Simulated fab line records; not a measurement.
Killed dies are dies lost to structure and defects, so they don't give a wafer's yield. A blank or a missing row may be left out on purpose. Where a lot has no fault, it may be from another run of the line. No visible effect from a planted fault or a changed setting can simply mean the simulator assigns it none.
Matching of chambers + flow nand_harc + pecvd-04 running NHARC_A_SLIT_DEP_23: 3 sister chambers
The step deposits SiON, target thk 100 nm. 3 wafers are shown with their chamber, then 8 later ones without.

EACH WAFER AND ITS CHAMBER
| wafer  | chamber | heater_power_w (W) |
|--------|---------|--------------------|
| L090.1 | 2       | 563                |
| L090.4 | 1       | 806                |
| L091.2 | 0       | 830                |

WAFERS WHOSE CHAMBER IS MISSING
| wafer  | heater_power_w (W) |
|--------|--------------------|
| L091.3 | 864                |
| L091.4 | 656                |
| L095.2 | 791                |
| L095.4 | 906                |
| L095.6 | 806                |
| L093.2 | 906                |
| L093.4 | 914                |
| L093.5 | 654                |

WHICH CHAMBER EACH ONE RAN IN
| wafer  | from the rows above          | in truth |
|--------|------------------------------|----------|
| L091.3 | can't be placed: 0 or 1      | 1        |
| L091.4 | can't be placed: 2 or 1 or 0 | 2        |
| L095.2 | can't be placed: 1 or 0      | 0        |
| L095.4 | can't be placed: 0 or 1      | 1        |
| L095.6 | can't be placed: 1 or 0      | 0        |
| L093.2 | can't be placed: 0 or 1      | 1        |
| L093.4 | can't be placed: 0 or 1      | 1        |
| L093.5 | can't be placed: 2 or 1 or 0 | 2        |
0 of 8 placed correctly. Unplaceable from these rows: 8, with the true chamber sitting among the candidates in 8. Wrongly placed: 0.
How it was worked out, from the rows above alone: a wafer's distance from a chamber is the root of the sum, over the readings, of the square of ((its reading less the chamber's mean) divided by the reading's scatter). The wafer belongs to the nearest chamber; if the next one is less than 2 further off, it can't be placed. For every chamber, the mean is computed from those of its wafers that are shown. The scatter: root of mean squared gap, hidden wafer to nearest shown wafer, with one shown wafer a chamber.
